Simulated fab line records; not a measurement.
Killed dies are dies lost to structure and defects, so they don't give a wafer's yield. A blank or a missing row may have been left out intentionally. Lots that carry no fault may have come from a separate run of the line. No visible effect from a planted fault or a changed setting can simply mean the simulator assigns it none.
fab line records	flow n5_finfet
[record] lots = 5	wafers = 14	last_day = 19
route steps=1938 shown PASSIVATION@1918
lots with no fault: from the same line, run without faults
start_h: hours from the record's first day to the start of the lot's first wafer shown	wait_h: hours from the lot's prior step to this one	" as in the row above	L1.1+2: one row covering several wafers at once	- no value present, or no start provided	* or withheld: withheld	< > ~ a bound
route shown NAME@n: a module of which the file shows steps, and the number in the route of the first	usual: mean/standard deviation of fault-free wafers	same: alike in all rows	chamber/n: place in a boat	sites: the reading at each site	_std_site: their standard deviation	_edge_site: inner sites' mean taken away from outer sites' mean	radius_mm: for every site, how far away it sits from the centre of the wafer	mask NAME#n: copy n	behind: the last tool/chamber to shape the wafer	hold: what put the lot on hold/how long, in hours/how the hold closed	device: the n, p or np transistor that did not switch	end of line: tests run on the same wafers once the route is complete	a step given without rows: its recipe and nothing more	killed: at the first sort, the dies lost to defects and structure; wafer yield is something else	map: dies across one wafer; x = killed, . = not, _ = none there
set.NAME: the setting that was run; set.NAME@STEP: the one run at that earlier step	model.NAME: the simulator's own value behind a step, which no gauge read
certain route steps with their lots: each step a table, each wafer a row
services: the hour from which a tool's chamber was out of use, counted from the record's first day as start_h (under 0 if before that day), plus the number of hours and why
[[steps]]
[step N5_PASSIVATION_COAT_38]
[recipe] spin_rpm = 3000	resist_thk_nm = withheld
[step N5_PASSIVATION_EBR_40]
[recipe] solvent = PGMEA	ebr_width_mm = 1.5
[step N5_PASSIVATION_SOFTBAKE_39]
[recipe] temp_c = 110	time_s = 120
[step N5_PASSIVATION_EXPOSE_41]
[recipe] mask_id = PASS_OPEN	na = 0.55	defocus_nm = 0	source_shape = conventional	sigma_outer = 0.8	polarization = unpolarized	target_cd_nm = 40000	dose_mj = 57.25
[step N5_PASSIVATION_PEB_42]
[recipe] peb_temp_c = withheld	peb_time_s = *
[step N5_PASSIVATION_DEVELOP_43]
[recipe] develop_time_s = 60	rinse_liquid = diw	dry = air_spin	dev_temp_c = 21
[step N5_PASSIVATION_HARDBAKE_45]
[recipe] temp_c = 130	time_s = 120
[step N5_PASSIVATION_CD_MEAS_44]
[recipe] target_cd_nm = 40000	landing_energy_ev = 500	detector = se_inlens
[usual] cd_nm = 40000/3.9
lot.wafer	tool	chamber	start_h	wait_h	cd_nm
L723.2	cd_sem-01	0	295.81	-	40007
L723.3	"	0	"	"	40002
L723.5	"	0	"	"	40003
L725.1	cd_sem-02	0	313.87	-	40007
L725.2	"	0	"	"	40004
L737.1	cd_sem-03	0	377.03	-	39999
L737.3	"	0	"	"	40005
L737.5	"	0	"	"	40001
L736.1	cd_sem-03	0	377.34	-	40000
L736.3	"	0	"	"	40004
L736.6	"	0	"	"	40004
L740.2	cd_sem-03	0	446.83	-	39999
L740.5	"	0	"	"	39997
L740.6	"	0	"	"	40001
[step N5_PASSIVATION_OVL_MEAS_66]
[recipe] points_per_wafer = 44
[usual] PASS_OPEN_OVL = -2/6.2
lot.wafer	tool	chamber	start_h	wait_h	PASS_OPEN_OVL[nm]
L723.2	overlay-02	0	295.84	0.0	-9
L723.3	"	0	"	"	6
L723.5	"	0	"	"	1
L725.1	overlay-01	0	313.90	0.0	-13
L725.2	"	0	"	"	-1
L737.1	overlay-01	0	377.06	0.0	2
L737.3	"	0	"	"	2
L737.5	"	0	"	"	-2
L736.1	overlay-01	0	377.37	0.0	-1
L736.3	"	0	"	"	3
L736.6	"	0	"	"	7
L740.2	overlay-01	0	446.86	0.0	-5
L740.5	"	0	"	"	1
L740.6	"	0	"	"	-4
[step N5_PASSIVATION_INSPECT_67]
[recipe] mode = adi	inspect_instrument = macro
[usual] raw_defect_count = 2.1/1.3
lot.wafer	tool	chamber	start_h	wait_h	raw_defect_count
L723.2	defect_inspect-01	-	295.86	0.0	4
L723.3	"	-	"	"	3
L723.5	"	-	"	"	1
L725.1	defect_inspect-01	-	313.92	0.0	0
L725.2	"	-	"	"	3
L737.1	defect_inspect-01	-	377.08	0.0	2
L737.3	"	-	"	"	2
L737.5	"	-	"	"	2
L736.1	defect_inspect-01	-	377.39	0.0	1
L736.3	"	-	"	"	0
L736.6	"	-	"	"	3
L740.2	defect_inspect-02	-	446.89	0.0	1
L740.5	"	-	"	"	5
L740.6	"	-	"	"	2
[step N5_PASSIVATION_DESCUM_46]
[recipe] chemistry = O2	time_s = 7.9	source_power_w = 50	bias_power_w = 20	pressure_mtorr = 20	rf_frequency_hz = 2.712e+07	temp_c = 40	o2_flow_sccm = 225
[usual] drypump_motor_current_A = 5.6/0.33	oes_product_au = 0.78/0.084	rf_fwd_power_W = 49.46/0.17	rf_vpp_V = 243.2/1.1	showerhead_plenum_p_Torr = 2.10/0.056	throttle_valve_pct = 20.52/0.25
lot.wafer	tool	chamber	start_h	wait_h	drypump_motor_current_A	oes_product_au	rf_fwd_power_W	rf_hours_counter_h	rf_vpp_V	showerhead_plenum_p_Torr	throttle_valve_pct
L723.2	rie_diel-03	2	295.89	0.0	6.3	0.69	49.39	244	242.9	2.09	20.72
L723.3	"	3	"	"	5.1	0.70	49.30	203	242.8	2.09	20.59
L723.5	"	2	"	"	6.3	0.69	49.70	-	242.5	2.09	20.71
L725.1	rie_diel-03	0	314.43	0.5	5.3	0.87	49.52	38	244.6	2.14	20.58
L725.2	"	1	"	"	5.8	0.74	49.22	165	244.3	2.11	20.56
L737.1	rie_diel-06	1	377.11	0.0	5.6	0.89	49.59	32	243.5	2.12	20.48
L737.3	"	3	"	"	5.1	0.67	49.67	241	244.0	2.16	21.04
L737.5	"	3	"	"	5.1	0.67	49.38	-	243.2	2.16	21.02
L736.1	rie_diel-01	1	377.58	0.2	5.5	0.71	49.56	247	244.4	2.15	20.67
L736.3	"	2	"	"	5.7	0.87	49.59	40	243.2	2.15	20.61
L736.6	"	3	"	"	5.5	0.79	49.26	-	241.3	2.01	20.12
L740.2	rie_diel-06	2	446.92	0.0	5.5	0.74	49.46	171	243.1	2.06	20.48
L740.5	"	1	"	"	5.7	0.85	49.54	-	243.6	2.11	20.52
L740.6	"	0	"	"	5.9	0.74	49.18	-	241.0	1.98	20.17
[step N5_PASSIVATION_PASS_ETCH_47]
[recipe] chemistry = CF4/O2	target = SiNx	target_depth_a = 7700	time_s = 385	ion_energy_ev = 100	pressure_mtorr = 40	source_w = 535	bias_w = 49	Ar_flow_sccm = 100	cf4_flow_sccm = 100	O2_flow_sccm = 10
[usual] drypump_motor_current_A = 5.6/0.34	oes_product_au = 0.78/0.08	rf_fwd_power_W = 534.3/1.5	rf_vpp_V = 239/5.4	showerhead_plenum_p_Torr = 2.21/0.049	throttle_valve_pct = 15.96/0.21
lot.wafer	tool	chamber	start_h	wait_h	drypump_motor_current_A	oes_product_au	rf_fwd_power_W	rf_hours_counter_h	rf_vpp_V	showerhead_plenum_p_Torr	throttle_valve_pct
L723.2	rie_diel-03	2	295.93	0.0	6.3	0.69	535.9	244	242	2.17	16.04
L723.3	"	3	"	"	5.1	0.70	532.2	204	237	2.19	16.00
L723.5	"	2	"	"	6.3	0.68	533.6	-	242	2.16	16.06
L725.1	rie_diel-03	0	314.47	0.0	5.3	0.86	534.2	38	241	2.24	15.92
L725.2	"	1	"	"	5.8	0.73	532.8	165	249	2.21	15.92
L737.1	rie_diel-06	1	377.15	0.0	5.6	0.90	533.7	32	235	2.23	15.90
L737.3	"	3	"	"	5.1	0.67	536.8	242	229	2.28	16.47
L737.5	"	3	"	"	5.1	0.67	535.6	-	229	2.28	16.48
L736.1	rie_diel-01	1	377.61	0.0	5.5	0.71	532.6	248	243	2.26	16.25
L736.3	"	2	"	"	5.7	0.86	534.8	40	244	2.25	15.87
L736.6	"	3	"	"	5.5	0.79	535.2	-	241	2.14	15.66
L740.2	rie_diel-06	2	446.95	0.0	5.5	0.74	536.0	171	244	2.19	16.04
L740.5	"	1	"	"	5.6	0.85	532.7	-	234	2.22	15.94
L740.6	"	0	"	"	5.9	0.75	536.1	-	236	2.11	15.83
[step N5_PASSIVATION_ETCH_54]
[recipe] chemistry = CHF3/O2	target = SiO2	target_depth_a = 8800	CHF3_flow_sccm = 50	O2_flow_sccm = 5	Ar_flow_sccm = 200	time_s = 440	mask_material = PR	pressure_mtorr = 30	source_w = 650	bias_w = 170	ion_energy_ev = 200
[usual] drypump_motor_current_A = 5.6/0.33	oes_product_au = 0.78/0.08	rf_fwd_power_W = 648.9/1.7	rf_vpp_V = 520/12	showerhead_plenum_p_Torr = 2.41/0.058	throttle_valve_pct = 18.88/0.22
lot.wafer	tool	chamber	start_h	wait_h	drypump_motor_current_A	oes_product_au	rf_fwd_power_W	rf_hours_counter_h	rf_vpp_V	showerhead_plenum_p_Torr	throttle_valve_pct	model.PASSIVATION.feature_depth_nm	model.etch.depth_nm
L723.2	rie_diel-03	2	296.16	0.1	6.3	0.69	648.8	244	525	2.36	18.90	832.8	832.7
L723.3	"	3	"	"	5.2	0.70	649.6	204	520	2.39	18.90	859.6	859.6
L723.5	"	2	"	"	6.2	0.69	649.5	-	525	2.36	18.91	836.6	836.6
L725.1	rie_diel-03	0	314.69	0.1	5.3	0.85	649.3	38	527	2.47	19.02	884.2	884.1
L725.2	"	1	"	"	5.8	0.73	-	165	537	2.39	18.69	792.6	792.7
L737.1	rie_diel-06	1	377.38	0.1	5.7	0.89	651.5	32	510	2.44	18.89	901	901
L737.3	"	3	"	"	5.1	0.67	649.0	242	499	2.49	19.36	858.2	858.3
L737.5	"	3	"	"	5.1	0.67	648.8	-	498	2.48	19.37	860	860
L736.1	rie_diel-01	1	377.84	0.1	5.5	0.70	647.4	248	524	2.47	19.05	864.8	864.8
L736.3	"	2	"	"	5.7	0.86	648.2	40	532	2.45	18.83	866.2	866.3
L736.6	"	3	"	"	5.5	0.79	653.2	-	522	2.34	18.61	848.4	848.4
L740.2	rie_diel-06	2	447.18	0.1	5.5	0.73	649.0	171	532	2.40	18.96	890.2	890.2
L740.5	"	1	"	"	5.6	0.85	650.5	-	511	2.43	18.93	889.8	889.8
L740.6	"	0	"	"	5.9	0.74	646.9	-	513	2.30	18.69	862	862
[step N5_PASSIVATION_STRIP_48]
[recipe] chemistry = O2	power_w = 600	temp_c = 60	pressure_mtorr = 30	rf_frequency_hz = 6e+07	bias_power_w = 0	overash_fraction = 0.5	o2_flow_sccm = 225
[usual] drypump_motor_current_A = 5.6/0.34	oes_product_au = 0.78/0.083	rf_vpp_V = 3.8/2.2	showerhead_plenum_p_Torr = 2.10/0.056	throttle_valve_pct = 16.76/0.24
lot.wafer	tool	chamber	start_h	wait_h	drypump_motor_current_A	oes_product_au	rf_hours_counter_h	rf_vpp_V	showerhead_plenum_p_Torr	throttle_valve_pct
L723.2	rie_diel-03	2	296.44	0.1	6.3	0.72	244	6.8	2.09	17.00
L723.3	"	3	"	"	5.1	0.71	204	2.0	2.09	16.77
L723.5	"	2	"	"	6.3	0.68	-	3.9	2.09	16.95
L725.1	rie_diel-03	0	314.98	0.1	5.3	0.86	39	4.4	2.14	16.71
L725.2	"	1	"	"	5.8	0.73	166	1.9	2.12	16.68
L737.1	rie_diel-06	1	377.67	0.1	5.6	0.88	32	1.2	2.12	16.64
L737.3	"	3	"	"	5.1	0.67	242	6.4	2.17	17.23
L737.5	"	3	"	"	5.2	0.66	-	4.1	2.17	17.28
L736.1	rie_diel-01	1	378.13	0.1	5.5	0.69	248	8.3	2.15	17.04
L736.3	"	2	"	"	5.7	0.85	41	5.1	2.16	16.77
L736.6	"	3	"	"	5.5	0.81	-	2.7	2.02	16.36
L740.2	rie_diel-06	2	447.47	0.1	5.5	0.73	171	7.0	2.07	16.69
L740.5	"	1	"	"	5.7	0.86	-	5.8	2.11	16.67
L740.6	"	0	"	"	5.9	0.75	-	2.3	1.98	16.50
[step N5_PASSIVATION_PROBE_49]
[usual] defect_limited_yield = 91.0/1.3	killed_at_M0_to_M3 = 33/10	killed_at_M4_up = 14/5.6	killed_at_contacts = 12/5.8	killed_at_front_end = 43/11	killed_at_other = 4.1/2.8	killed_dies = 106/15	killed_open = 70/12	killed_short = 34/7.5	sort_bin_5_function = 5.3/0.88	sort_bin_6_memory = 3.3/0.64	sort_n_pass = 1074/15	sort_yield_pct = 91.0/1.3
[same] gross_dies = 1180	killed_at_back_side = 0	sort_bin_4_leakage[%] = 0	sort_bin_8_speed[%] = 0
lot.wafer	tool	chamber	start_h	wait_h	defect_limited_yield[%]	killed_at_M0_to_M3	killed_at_M4_up	killed_at_contacts	killed_at_front_end	killed_at_other	killed_dies	killed_open	killed_short	sort_bin_5_function[%]	sort_bin_6_memory[%]	sort_n_pass	sort_yield_pct[%]
L725.2	prober-01	-	317.54	0.1	90.0	26	10	17	59	6	118	80	33	6.0	3.8	1062	90.0
// killed by level:class
L725.2 FIN_SAQP:geometric_particle:open=25 MOL_CONTACT_COAG:geometric_particle:open=16 FIN_SAQP:geometric_particle:short=11 BEOL_M2:geometric_particle:open=9 STI_FIN_REVEAL:geometric_particle:open=6 DUMMY_GATE:geometric_particle:open=4 STARTING-WAFER:geometric_particle:short=4 BEOL_M1:geometric_particle:open=3
[[services]]
tool	chamber	start_h	hours	kind
rie_diel-03	2	313.92	-	clean
rie_diel-03	2	313.92	-	consumable_replace:focus_ring
rie_diel-03	2	313.92	18.7	scheduled_down
rie_diel-03	2	313.92	18.7	vent_cycle
rie_diel-03	0	317.64	4.0	repair
rie_diel-01	1	338.06	3.9	repair
rie_diel-03	1	354.52	4.8	repair
rie_diel-03	-	372.66	0.1	repair
rie_diel-01	1	383.90	-	clean
rie_diel-01	1	383.90	-	consumable_replace:focus_ring
rie_diel-01	1	383.90	12.7	scheduled_down
rie_diel-01	1	383.90	12.7	vent_cycle
rie_diel-06	3	400.20	6.6	repair
rie_diel-06	3	417.07	6.8	repair
rie_diel-06	3	424.00	-	clean
rie_diel-06	3	424.00	-	consumable_replace:focus_ring
rie_diel-06	3	424.00	13.5	scheduled_down
rie_diel-06	3	424.00	13.5	vent_cycle
rie_diel-03	3	425.01	-	clean
rie_diel-03	3	425.01	-	consumable_replace:focus_ring
[[key]]
first_sign none at tools or gauges
[model_effect] step = N5_PASSIVATION_ETCH_54	value = PASSIVATION.feature_depth_nm	without = 881.6	struck = 792.6
met_at N5_PASSIVATION_ETCH_54
struck_wafers L725.2
onset_between 296.16 314.69
[fault] kind = process_parameter_drift	tool = rie_diel-03	chamber = -	onset_h = 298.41	steps = N5_PASSIVATION_ETCH_54	channel = time_s	offset = *	shape = step	end_h = 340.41	scope = struck_wafers_only	acts_in = *	stated = *
